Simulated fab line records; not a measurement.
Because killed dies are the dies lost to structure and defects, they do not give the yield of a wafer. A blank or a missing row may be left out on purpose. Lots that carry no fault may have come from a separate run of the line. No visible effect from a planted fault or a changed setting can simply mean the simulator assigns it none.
fab line records :: flow n5Finfet
[record]
  lots = 6
  wafers = 18
  lastDay = 17
route steps=1938 shown BEOL_M8@1351
lots with no fault: from the same line, run without faults
startH: the number of hours between the record's first day and the start of the first shown wafer of the lot :: waitH: hours from the lot's prior step to this one :: " identical to the entry in the row above :: L1.1+2: one row covering several wafers at once :: - no value present, or no start provided :: * or withheld: withheld :: < > ~ a bound
route shown NAME@n: names a module that has steps shown in the file, with the first one's number in the route :: usual: mean/standard deviation of fault-free wafers :: same: alike in all rows :: chamber/n: place in a boat :: sites: readings site by site :: _std_site: standard deviation across them :: _edge_site: mean of outer sites minus mean of inner sites :: radiusMm: how far each site lies from the wafer's centre :: mask NAME#n: copy n :: behind: the tool/chamber that last shaped the wafer :: hold: what put the lot on hold/how long, in hours/how the hold closed :: device: whichever transistor did not switch (one of n, p or np) :: end of line: tests of these same wafers at the route's end :: a step with no rows: only its recipe :: killed: the dies lost at the first sort to structure and to defects; this is not the yield of the wafer :: map: the dies of a wafer, with x for killed, . for not killed, _ for no die there
set.NAME: the run value of the setting; set.NAME@STEP: its run value at that earlier step :: model.NAME: the simulator's own value behind a step, which no gauge read
certain route steps with their lots: each step a table, each wafer a row
services: the hour from which a tool's chamber was out of use, counted from the record's first day as startH (under 0 if before that day), plus the number of hours and why
[[steps]]
[step N5_BEOL_M8_STRIP_68]
[recipe]
  chemistry = N2/H2
  tempC = 40
  n2FlowSccm = 200
  h2FlowSccm = 200
  rfFrequencyHz = 6e+07
[step N5_BEOL_M8_STRIP_67]
[recipe]
  chemistry = CF4
  resist = SiARC
  powerW = 300
  biasPowerW = 75
  pressureMtorr = 50
  cf4FlowSccm = 150
  rfFrequencyHz = 6e+07
[usual]
  cf4FlowSccm = 150.1/0.47
  drypumpMotorCurrentA = 5.8/0.58
  oesProductAu = 0.79/0.074
  rfVppV = 271.0/1.4
  showerheadPlenumPTorr = 1.78/0.05
  throttleValvePct = 13.59/0.25
lot.wafer: L827.1
tool: rieDiel-06
chamber: 3
startH: 200.78
waitH: 0.0
cf4FlowSccm: 150.5
drypumpMotorCurrentA: 4.9
oesProductAu: 0.80
rfHoursCounterH: 101
rfVppV: 272.4
showerheadPlenumPTorr: 1.81
throttleValvePct: 13.63

lot.wafer: L827.3
tool: rieDiel-06
chamber: 0
startH: 200.78
waitH: 0.0
cf4FlowSccm: 150.3
drypumpMotorCurrentA: 6.8
oesProductAu: 0.78
rfHoursCounterH: 117
rfVppV: 271.4
showerheadPlenumPTorr: 1.74
throttleValvePct: 13.37

lot.wafer: L827.4
tool: rieDiel-06
chamber: 1
startH: 200.78
waitH: 0.0
cf4FlowSccm: 149.1
drypumpMotorCurrentA: 5.7
oesProductAu: 0.74
rfHoursCounterH: 150
rfVppV: 271.9
showerheadPlenumPTorr: 1.86
throttleValvePct: 13.88

lot.wafer: L835.2
tool: rieDiel-02
chamber: 2
startH: 243.11
waitH: 0.0
cf4FlowSccm: 149.6
drypumpMotorCurrentA: 6.4
oesProductAu: 0.81
rfHoursCounterH: 106
rfVppV: 271.7
showerheadPlenumPTorr: 1.80
throttleValvePct: 13.66

lot.wafer: L835.3
tool: rieDiel-02
chamber: 1
startH: 243.11
waitH: 0.0
cf4FlowSccm: 150.3
drypumpMotorCurrentA: 5.5
oesProductAu: 0.69
rfHoursCounterH: 232
rfVppV: 272.4
showerheadPlenumPTorr: 1.84
throttleValvePct: 13.93

lot.wafer: L835.5
tool: rieDiel-02
chamber: 2
startH: 243.11
waitH: 0.0
cf4FlowSccm: 149.5
drypumpMotorCurrentA: 6.4
oesProductAu: 0.80
rfHoursCounterH: -
rfVppV: 271.5
showerheadPlenumPTorr: 1.80
throttleValvePct: 13.66

lot.wafer: L844.1
tool: rieDiel-02
chamber: 2
startH: 294.53
waitH: 0.0
cf4FlowSccm: 149.9
drypumpMotorCurrentA: 6.5
oesProductAu: 0.79
rfHoursCounterH: 130
rfVppV: 270.1
showerheadPlenumPTorr: 1.79
throttleValvePct: 13.74

lot.wafer: L844.2
tool: rieDiel-02
chamber: 0
startH: 294.53
waitH: 0.0
cf4FlowSccm: 150.5
drypumpMotorCurrentA: 5.3
oesProductAu: 0.82
rfHoursCounterH: 72
rfVppV: 270.8
showerheadPlenumPTorr: 1.74
throttleValvePct: 13.15

lot.wafer: L844.3
tool: rieDiel-02
chamber: 3
startH: 294.53
waitH: 0.0
cf4FlowSccm: 150.7
drypumpMotorCurrentA: 5.1
oesProductAu: 0.93
rfHoursCounterH: 9
rfVppV: 270.5
showerheadPlenumPTorr: 1.76
throttleValvePct: 13.58

lot.wafer: L845.2
tool: rieDiel-04
chamber: 2
startH: 306.40
waitH: 0.0
cf4FlowSccm: 149.8
drypumpMotorCurrentA: 5.9
oesProductAu: 0.78
rfHoursCounterH: 117
rfVppV: 269.9
showerheadPlenumPTorr: 1.73
throttleValvePct: 13.62

lot.wafer: L845.3
tool: rieDiel-04
chamber: 3
startH: 306.40
waitH: 0.0
cf4FlowSccm: 149.5
drypumpMotorCurrentA: 6.0
oesProductAu: 0.79
rfHoursCounterH: 106
rfVppV: 273.1
showerheadPlenumPTorr: 1.88
throttleValvePct: 13.55

lot.wafer: L845.5
tool: rieDiel-04
chamber: 2
startH: 306.40
waitH: 0.0
cf4FlowSccm: 150.1
drypumpMotorCurrentA: 5.8
oesProductAu: 0.77
rfHoursCounterH: -
rfVppV: 270.5
showerheadPlenumPTorr: 1.73
throttleValvePct: 13.62

lot.wafer: L848.2
tool: rieDiel-06
chamber: 3
startH: 321.76
waitH: 0.0
cf4FlowSccm: 150.2
drypumpMotorCurrentA: 4.9
oesProductAu: 0.75
rfHoursCounterH: 145
rfVppV: 272.2
showerheadPlenumPTorr: 1.79
throttleValvePct: 13.71

lot.wafer: L848.5
tool: rieDiel-06
chamber: 0
startH: 321.76
waitH: 0.0
cf4FlowSccm: 150.9
drypumpMotorCurrentA: 6.8
oesProductAu: 0.74
rfHoursCounterH: -
rfVppV: 268.7
showerheadPlenumPTorr: 1.73
throttleValvePct: 13.50

lot.wafer: L848.6
tool: rieDiel-06
chamber: 1
startH: 321.76
waitH: 0.0
cf4FlowSccm: 148.8
drypumpMotorCurrentA: 5.7
oesProductAu: 0.71
rfHoursCounterH: -
rfVppV: 272.1
showerheadPlenumPTorr: 1.84
throttleValvePct: 13.97

lot.wafer: L850.2
tool: rieDiel-04
chamber: 2
startH: 337.15
waitH: 0.0
cf4FlowSccm: 149.7
drypumpMotorCurrentA: 5.8
oesProductAu: 0.76
rfHoursCounterH: 128
rfVppV: 270.8
showerheadPlenumPTorr: 1.72
throttleValvePct: 13.68

lot.wafer: L850.3
tool: rieDiel-04
chamber: 1
startH: 337.15
waitH: 0.0
cf4FlowSccm: 150.4
drypumpMotorCurrentA: 5.9
oesProductAu: 0.84
rfHoursCounterH: 60
rfVppV: 268.4
showerheadPlenumPTorr: 1.75
throttleValvePct: 13.50

lot.wafer: L850.6
tool: rieDiel-04
chamber: 3
startH: 337.15
waitH: 0.0
cf4FlowSccm: 149.4
drypumpMotorCurrentA: 6.0
oesProductAu: 0.78
rfHoursCounterH: -
rfVppV: 272.1
showerheadPlenumPTorr: 1.88
throttleValvePct: 13.57
[step N5_BEOL_M8_HM_OPEN_17]
[recipe]
  chemistry = Cl2/BCl3
  targetDepthA = 200
  overetchA = 60
  target = TiN
  maskMaterial = SOC
  ionEnergyEv = 150
  pressureMtorr = 10
  icpW = 1000
  biasW = 126
  Cl2_flow_sccm = 53.25
  bcl3FlowSccm = 21.75
  Ar_flow_sccm = 25
[usual]
  drypumpMotorCurrentA = 5.8/0.43
  mfcCl2Sccm = 53.25/0.17
  oesProductAu = 0.68/0.07
  throttleValvePct = 22.14/0.11
lot.wafer: L827.1
tool: rieMetal-02
chamber: 1
startH: 200.82
waitH: 0.0
drypumpMotorCurrentA: 6.0
mfcCl2Sccm: 52.98
oesProductAu: 0.68
rfHoursCounterH: 29
throttleValvePct: 22.06

lot.wafer: L827.3
tool: rieMetal-02
chamber: 1
startH: 200.82
waitH: 0.0
drypumpMotorCurrentA: 6.0
mfcCl2Sccm: 53.04
oesProductAu: 0.69
rfHoursCounterH: -
throttleValvePct: 22.05

lot.wafer: L827.4
tool: rieMetal-02
chamber: 0
startH: 200.82
waitH: 0.0
drypumpMotorCurrentA: 6.2
mfcCl2Sccm: 53.22
oesProductAu: 0.70
rfHoursCounterH: -
throttleValvePct: 22.32

lot.wafer: L835.2
tool: rieMetal-03
chamber: 1
startH: 243.15
waitH: 0.0
drypumpMotorCurrentA: 6.0
mfcCl2Sccm: 53.15
oesProductAu: 0.60
rfHoursCounterH: 62
throttleValvePct: 22.12

lot.wafer: L835.3
tool: rieMetal-03
chamber: 0
startH: 243.15
waitH: 0.0
drypumpMotorCurrentA: 5.1
mfcCl2Sccm: 53.19
oesProductAu: 0.75
rfHoursCounterH: -
throttleValvePct: 22.25

lot.wafer: L835.5
tool: rieMetal-03
chamber: 1
startH: 243.15
waitH: 0.0
drypumpMotorCurrentA: 6.0
mfcCl2Sccm: 53.46
oesProductAu: 0.60
rfHoursCounterH: -
throttleValvePct: 22.12

lot.wafer: L844.1
tool: rieMetal-02
chamber: 1
startH: 294.57
waitH: 0.0
drypumpMotorCurrentA: 6.0
mfcCl2Sccm: 53.31
oesProductAu: 0.66
rfHoursCounterH: 38
throttleValvePct: 22.08

lot.wafer: L844.2
tool: rieMetal-02
chamber: 0
startH: 294.57
waitH: 0.0
drypumpMotorCurrentA: 6.2
mfcCl2Sccm: 53.22
oesProductAu: 0.67
rfHoursCounterH: 36
throttleValvePct: 22.34

lot.wafer: L844.3
tool: rieMetal-02
chamber: 1
startH: 294.57
waitH: 0.0
drypumpMotorCurrentA: 6.0
mfcCl2Sccm: 52.86
oesProductAu: 0.66
rfHoursCounterH: -
throttleValvePct: 22.08

lot.wafer: L845.2
tool: rieMetal-01
chamber: 1
startH: 306.44
waitH: 0.0
drypumpMotorCurrentA: 5.3
mfcCl2Sccm: 53.64
oesProductAu: 0.78
rfHoursCounterH: 7
throttleValvePct: 22.07

lot.wafer: L845.3
tool: rieMetal-01
chamber: 1
startH: 306.44
waitH: 0.0
drypumpMotorCurrentA: 5.4
mfcCl2Sccm: 53.40
oesProductAu: 0.78
rfHoursCounterH: -
throttleValvePct: 22.07

lot.wafer: L845.5
tool: rieMetal-01
chamber: 0
startH: 306.44
waitH: 0.0
drypumpMotorCurrentA: 6.3
mfcCl2Sccm: 53.58
oesProductAu: 0.60
rfHoursCounterH: -
throttleValvePct: 21.99

lot.wafer: L848.2
tool: rieMetal-01
chamber: 0
startH: 321.80
waitH: 0.0
drypumpMotorCurrentA: 6.2
mfcCl2Sccm: 53.23
oesProductAu: 0.59
rfHoursCounterH: 76
throttleValvePct: 22.01

lot.wafer: L848.5
tool: rieMetal-01
chamber: 0
startH: 321.80
waitH: 0.0
drypumpMotorCurrentA: 6.2
mfcCl2Sccm: 53.29
oesProductAu: 0.60
rfHoursCounterH: -
throttleValvePct: 22.00

lot.wafer: L848.6
tool: rieMetal-01
chamber: 1
startH: 321.80
waitH: 0.0
drypumpMotorCurrentA: 5.3
mfcCl2Sccm: 53.14
oesProductAu: 0.77
rfHoursCounterH: -
throttleValvePct: 22.08

lot.wafer: L850.2
tool: rieMetal-03
chamber: 0
startH: 337.19
waitH: 0.0
drypumpMotorCurrentA: 5.1
mfcCl2Sccm: 53.04
oesProductAu: 0.72
rfHoursCounterH: 23
throttleValvePct: 22.26

lot.wafer: L850.3
tool: rieMetal-03
chamber: 1
startH: 337.19
waitH: 0.0
drypumpMotorCurrentA: 5.9
mfcCl2Sccm: 53.08
oesProductAu: 0.60
rfHoursCounterH: -
throttleValvePct: 22.13

lot.wafer: L850.6
tool: rieMetal-03
chamber: 0
startH: 337.19
waitH: 0.0
drypumpMotorCurrentA: 5.1
mfcCl2Sccm: 53.41
oesProductAu: 0.71
rfHoursCounterH: -
throttleValvePct: 22.25
[step N5_BEOL_M8_STRIP_19]
[recipe]
  chemistry = O2
  powerW = 400
  tempC = 40
  pressureMtorr = 30
  rfFrequencyHz = 6e+07
  biasPowerW = 0
  overashFraction = 0.2
  o2FlowSccm = 225
[usual]
  drypumpMotorCurrentA = 5.8/0.58
  oesProductAu = 0.80/0.082
  rfVppV = 3.7/0.57
  showerheadPlenumPTorr = 2.08/0.066
  throttleValvePct = 16.67/0.23
lot.wafer: L827.1
tool: rieDiel-04
chamber: 3
startH: 201.38
waitH: 0.5
drypumpMotorCurrentA: 6.0
oesProductAu: 0.82
rfHoursCounterH: 69
rfVppV: 3.5
showerheadPlenumPTorr: 2.22
throttleValvePct: 16.57

lot.wafer: L827.3
tool: rieDiel-04
chamber: 2
startH: 201.38
waitH: 0.5
drypumpMotorCurrentA: 5.8
oesProductAu: 0.82
rfHoursCounterH: 80
rfVppV: 4.1
showerheadPlenumPTorr: 2.04
throttleValvePct: 16.72

lot.wafer: L827.4
tool: rieDiel-04
chamber: 1
startH: 201.38
waitH: 0.5
drypumpMotorCurrentA: 6.0
oesProductAu: 0.93
rfHoursCounterH: -
rfVppV: 3.9
showerheadPlenumPTorr: 2.05
throttleValvePct: 16.52

lot.wafer: L835.2
tool: rieDiel-04
chamber: 3
startH: 243.26
waitH: 0.1
drypumpMotorCurrentA: 6.0
oesProductAu: 0.81
rfHoursCounterH: 84
rfVppV: 4.0
showerheadPlenumPTorr: 2.21
throttleValvePct: 16.59

lot.wafer: L835.3
tool: rieDiel-04
chamber: 2
startH: 243.26
waitH: 0.1
drypumpMotorCurrentA: 5.8
oesProductAu: 0.82
rfHoursCounterH: 96
rfVppV: 3.6
showerheadPlenumPTorr: 2.03
throttleValvePct: 16.72

lot.wafer: L835.5
tool: rieDiel-04
chamber: 3
startH: 243.26
waitH: 0.1
drypumpMotorCurrentA: 6.0
oesProductAu: 0.82
rfHoursCounterH: -
rfVppV: 3.2
showerheadPlenumPTorr: 2.21
throttleValvePct: 16.57

lot.wafer: L844.1
tool: rieDiel-04
chamber: 3
startH: 294.68
waitH: 0.1
drypumpMotorCurrentA: 6.0
oesProductAu: 0.80
rfHoursCounterH: 102
rfVppV: 4.4
showerheadPlenumPTorr: 2.21
throttleValvePct: 16.60

lot.wafer: L844.2
tool: rieDiel-04
chamber: 1
startH: 294.68
waitH: 0.1
drypumpMotorCurrentA: 5.9
oesProductAu: 0.87
rfHoursCounterH: 45
rfVppV: 3.9
showerheadPlenumPTorr: 2.04
throttleValvePct: 16.60

lot.wafer: L844.3
tool: rieDiel-04
chamber: 2
startH: 294.68
waitH: 0.1
drypumpMotorCurrentA: 5.9
oesProductAu: 0.78
rfHoursCounterH: 113
rfVppV: 3.6
showerheadPlenumPTorr: 2.03
throttleValvePct: 16.76

lot.wafer: L845.2
tool: rieDiel-06
chamber: 1
startH: 306.55
waitH: 0.1
drypumpMotorCurrentA: 5.7
oesProductAu: 0.71
rfHoursCounterH: 185
rfVppV: 3.8
showerheadPlenumPTorr: 2.18
throttleValvePct: 17.14

lot.wafer: L845.3
tool: rieDiel-06
chamber: 0
startH: 306.55
waitH: 0.1
drypumpMotorCurrentA: 6.8
oesProductAu: 0.74
rfHoursCounterH: 155
rfVppV: 3.0
showerheadPlenumPTorr: 2.00
throttleValvePct: 16.43

lot.wafer: L845.5
tool: rieDiel-06
chamber: 3
startH: 306.55
waitH: 0.1
drypumpMotorCurrentA: 4.9
oesProductAu: 0.76
rfHoursCounterH: -
rfVppV: 3.4
showerheadPlenumPTorr: 2.09
throttleValvePct: 16.80

lot.wafer: L848.2
tool: rieDiel-02
chamber: 3
startH: 321.91
waitH: 0.1
drypumpMotorCurrentA: 5.1
oesProductAu: 0.93
rfHoursCounterH: 21
rfVppV: 2.9
showerheadPlenumPTorr: 2.05
throttleValvePct: 16.77

lot.wafer: L848.5
tool: rieDiel-02
chamber: 2
startH: 321.91
waitH: 0.1
drypumpMotorCurrentA: 6.5
oesProductAu: 0.78
rfHoursCounterH: -
rfVppV: 4.1
showerheadPlenumPTorr: 2.09
throttleValvePct: 16.85

lot.wafer: L848.6
tool: rieDiel-02
chamber: 3
startH: 321.91
waitH: 0.1
drypumpMotorCurrentA: 5.1
oesProductAu: 0.93
rfHoursCounterH: -
rfVppV: 3.4
showerheadPlenumPTorr: 2.05
throttleValvePct: 16.78

lot.wafer: L850.2
tool: rieDiel-02
chamber: 2
startH: 337.33
waitH: 0.1
drypumpMotorCurrentA: 6.5
oesProductAu: 0.77
rfHoursCounterH: 146
rfVppV: 3.2
showerheadPlenumPTorr: 2.09
throttleValvePct: 16.86

lot.wafer: L850.3
tool: rieDiel-02
chamber: 1
startH: 337.33
waitH: 0.1
drypumpMotorCurrentA: 5.5
oesProductAu: 0.93
rfHoursCounterH: 14
rfVppV: 3.6
showerheadPlenumPTorr: 2.15
throttleValvePct: 16.55

lot.wafer: L850.6
tool: rieDiel-02
chamber: 1
startH: 337.33
waitH: 0.1
drypumpMotorCurrentA: 5.5
oesProductAu: 0.94
rfHoursCounterH: -
rfVppV: 3.5
showerheadPlenumPTorr: 2.15
throttleValvePct: 16.56
[step N5_BEOL_M8_CD_MEAS_18]
[recipe]
  pitchNm = 80
  targetCdNm = 40
[usual]
  cdNm = 40.2/0.47
lot.wafer: L827.1
tool: cdSem-01
chamber: -
startH: 201.45
waitH: 0.0
cdNm: 40.4

lot.wafer: L827.3
tool: cdSem-01
chamber: -
startH: 201.45
waitH: 0.0
cdNm: 39.8

lot.wafer: L827.4
tool: cdSem-01
chamber: -
startH: 201.45
waitH: 0.0
cdNm: 39.6

lot.wafer: L835.2
tool: cdSem-02
chamber: -
startH: 243.33
waitH: 0.1
cdNm: 39.9

lot.wafer: L835.3
tool: cdSem-02
chamber: -
startH: 243.33
waitH: 0.1
cdNm: 39.6

lot.wafer: L835.5
tool: cdSem-02
chamber: -
startH: 243.33
waitH: 0.1
cdNm: 39.9

lot.wafer: L844.1
tool: cdSem-02
chamber: -
startH: 294.75
waitH: 0.0
cdNm: 40.8

lot.wafer: L844.2
tool: cdSem-02
chamber: -
startH: 294.75
waitH: 0.0
cdNm: 39.9

lot.wafer: L844.3
tool: cdSem-02
chamber: -
startH: 294.75
waitH: 0.0
cdNm: 40.0

lot.wafer: L845.2
tool: cdSem-01
chamber: -
startH: 306.62
waitH: 0.1
cdNm: 40.3

lot.wafer: L845.3
tool: cdSem-01
chamber: -
startH: 306.62
waitH: 0.1
cdNm: 40.0

lot.wafer: L845.5
tool: cdSem-01
chamber: -
startH: 306.62
waitH: 0.1
cdNm: 39.8

lot.wafer: L848.2
tool: cdSem-02
chamber: -
startH: 321.98
waitH: 0.1
cdNm: 39.9

lot.wafer: L848.5
tool: cdSem-02
chamber: -
startH: 321.98
waitH: 0.1
cdNm: 40.5

lot.wafer: L848.6
tool: cdSem-02
chamber: -
startH: 321.98
waitH: 0.1
cdNm: 40.5

lot.wafer: L850.2
tool: cdSem-03
chamber: -
startH: 337.40
waitH: 0.1
cdNm: 39.9

lot.wafer: L850.3
tool: cdSem-03
chamber: -
startH: 337.40
waitH: 0.1
cdNm: 41.0

lot.wafer: L850.6
tool: cdSem-03
chamber: -
startH: 337.40
waitH: 0.1
cdNm: 40.4
[step N5_BEOL_M8_COAT_63]
[recipe]
  resist = SOC
  tempC = 250
  timeS = 60
  spinRpm = 1500
  resistThkNm = 60
[step N5_BEOL_M8_COAT_64]
[recipe]
  resist = SiARC
  tempC = 220
  timeS = 60
  spinRpm = 1500
  resistThkNm = 12
[step N5_BEOL_M8_COAT_71]
[recipe]
  resist = underlayer
  tempC = 205
  timeS = 60
  spinRpm = 1500
  resistThkNm = 5
[step N5_BEOL_M8_COAT_22]
[recipe]
  resist = CAR-EUV
  spinRpm = 1500
  resistThkNm = 30
[step N5_BEOL_M8_EBR_24]
[recipe]
  solvent = PGMEA
  ebrWidthMm = 1.5
[step N5_BEOL_M8_SOFTBAKE_23]
[recipe]
  tempC = 110
  timeS = 60
  resist = CAR-EUV
[step N5_BEOL_M8_EXPOSE_25]
[recipe]
  maskId = V7
  na = 0.33
  sourceShape = annular
  sigmaInner = 0.4
  sigmaOuter = 0.8
  polarization = unpolarized
  targetCdNm = 40
  doseMj = 42.5
[step N5_BEOL_M8_PEB_26]
[recipe]
  pebTempC = 100
  pebTimeS = 60
  resist = CAR-EUV
[usual]
  chillPlateTempC = 22.98/0.13
  exhaustPa = 45.0/0.8
lot.wafer: L827.1
tool: lithoTrack-03
chamber: 0
startH: 201.69
waitH: 0.1
chillPlateTempC: 23.10
exhaustPa: 44.0

lot.wafer: L827.3
tool: lithoTrack-03
chamber: 0
startH: 201.69
waitH: 0.1
chillPlateTempC: 23.11
exhaustPa: 44.7

lot.wafer: L827.4
tool: lithoTrack-03
chamber: 0
startH: 201.69
waitH: 0.1
chillPlateTempC: 23.12
exhaustPa: 44.9

lot.wafer: L835.2
tool: lithoTrack-05
chamber: 0
startH: 245.88
waitH: 0.1
chillPlateTempC: 22.87
exhaustPa: 45.4

lot.wafer: L835.3
tool: lithoTrack-05
chamber: 0
startH: 245.88
waitH: 0.1
chillPlateTempC: 22.77
exhaustPa: 45.0

lot.wafer: L835.5
tool: lithoTrack-05
chamber: 0
startH: 245.88
waitH: 0.1
chillPlateTempC: 22.85
exhaustPa: 45.9

lot.wafer: L844.1
tool: lithoTrack-05
chamber: -
startH: 296.46
waitH: 0.1
chillPlateTempC: -
exhaustPa: -

lot.wafer: L844.2
tool: lithoTrack-05
chamber: -
startH: 296.46
waitH: 0.1
chillPlateTempC: -
exhaustPa: -

lot.wafer: L844.3
tool: lithoTrack-05
chamber: -
startH: 296.46
waitH: 0.1
chillPlateTempC: -
exhaustPa: -

lot.wafer: L845.2
tool: lithoTrack-03
chamber: -
startH: 307.27
waitH: 0.1
chillPlateTempC: -
exhaustPa: -

lot.wafer: L845.3
tool: lithoTrack-03
chamber: -
startH: 307.27
waitH: 0.1
chillPlateTempC: -
exhaustPa: -

lot.wafer: L845.5
tool: lithoTrack-03
chamber: -
startH: 307.27
waitH: 0.1
chillPlateTempC: -
exhaustPa: -

lot.wafer: L848.2
tool: lithoTrack-03
chamber: 0
startH: 323.05
waitH: 0.1
chillPlateTempC: 22.90
exhaustPa: 45.7

lot.wafer: L848.5
tool: lithoTrack-03
chamber: 0
startH: 323.05
waitH: 0.1
chillPlateTempC: 22.78
exhaustPa: 45.2

lot.wafer: L848.6
tool: lithoTrack-03
chamber: 0
startH: 323.05
waitH: 0.1
chillPlateTempC: 22.98
exhaustPa: 45.0

lot.wafer: L850.2
tool: lithoTrack-03
chamber: 0
startH: 337.72
waitH: 0.1
chillPlateTempC: 22.87
exhaustPa: 44.1

lot.wafer: L850.3
tool: lithoTrack-03
chamber: 0
startH: 337.72
waitH: 0.1
chillPlateTempC: 22.90
exhaustPa: 44.3

lot.wafer: L850.6
tool: lithoTrack-03
chamber: 0
startH: 337.72
waitH: 0.1
chillPlateTempC: 22.86
exhaustPa: 45.4
[step N5_BEOL_M8_DEVELOP_27]
[recipe]
  developTimeS = 30
  developer = TMAH
  resist = CAR-EUV
  rinseLiquid = surfactantRinse
  dry = airSpin
  devTempC = 23
[[services]]
tool: rieDiel-02
chamber: -
startH: 187.98
hours: 14.6
kind: pm

tool: rieMetal-01
chamber: 1
startH: 189.65
hours: -
kind: clean

tool: rieMetal-01
chamber: 1
startH: 189.65
hours: 15.7
kind: scheduledDown

tool: rieMetal-01
chamber: 1
startH: 189.65
hours: 15.7
kind: ventCycle

tool: rieDiel-04
chamber: 0
startH: 191.11
hours: -
kind: clean

tool: rieDiel-04
chamber: 0
startH: 191.11
hours: -
kind: consumableReplace:focusRing

tool: rieDiel-04
chamber: 0
startH: 191.11
hours: 17.0
kind: scheduledDown

tool: rieDiel-04
chamber: 0
startH: 191.11
hours: 17.0
kind: ventCycle

tool: rieDiel-04
chamber: 1
startH: 209.25
hours: 5.5
kind: repair

tool: lithoTrack-05
chamber: -
startH: 222.53
hours: -
kind: consumableReplace:filter

tool: lithoTrack-03
chamber: -
startH: 223.66
hours: -
kind: consumableReplace:filter

tool: rieDiel-04
chamber: 0
startH: 234.06
hours: 1.5
kind: repair

tool: rieMetal-01
chamber: -
startH: 248.80
hours: 28.1
kind: pm

tool: rieDiel-02
chamber: 3
startH: 252.44
hours: -
kind: clean

tool: rieDiel-02
chamber: 3
startH: 252.44
hours: -
kind: consumableReplace:focusRing

tool: rieDiel-02
chamber: 3
startH: 252.44
hours: 23.4
kind: scheduledDown

tool: rieDiel-02
chamber: 3
startH: 252.44
hours: 23.4
kind: ventCycle

tool: rieMetal-01
chamber: -
startH: 279.59
hours: 0.7
kind: repair

tool: rieDiel-02
chamber: 1
startH: 284.06
hours: -
kind: clean

tool: rieDiel-02
chamber: 1
startH: 284.06
hours: -
kind: consumableReplace:focusRing

tool: rieDiel-02
chamber: 1
startH: 284.06
hours: 13.9
kind: scheduledDown

tool: rieDiel-02
chamber: 1
startH: 284.06
hours: 13.9
kind: ventCycle

tool: lithoTrack-03
chamber: -
startH: 336.82
hours: -
kind: consumableReplace:filter
[[key]]
[firstSign]
  step = N5_BEOL_M8_PEB_26
  reading = toolRecord
  direction = missing
effect none on later readings
metAt N5_BEOL_M8_PEB_26
struckWafers L844.1,L844.2,L844.3,L845.2,L845.3,L845.5
laterRowsLeftOut L844.1,L844.2,L844.3,L845.2,L845.3,L845.5
sortLeftOut L844.1,L844.2,L844.3,L845.2,L845.3,L845.5
onsetBetween 245.88 296.46
[fault]
  kind = skippedStepWhole
  tool = lithoTrack-03,lithoTrack-05
  chamber = -
  onsetH = 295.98
  steps = N5_BEOL_M8_PEB_26
  scope = struckLotsOnly
// sortLeftOut: the simulated sort isn't trusted on such a fault, so these wafers' sort isn't shown, and their yield isn't known
// laterRowsLeftOut: the simulator's readings of these wafers behind a module that went badly wrong aren't trusted and aren't shown, but for the sort
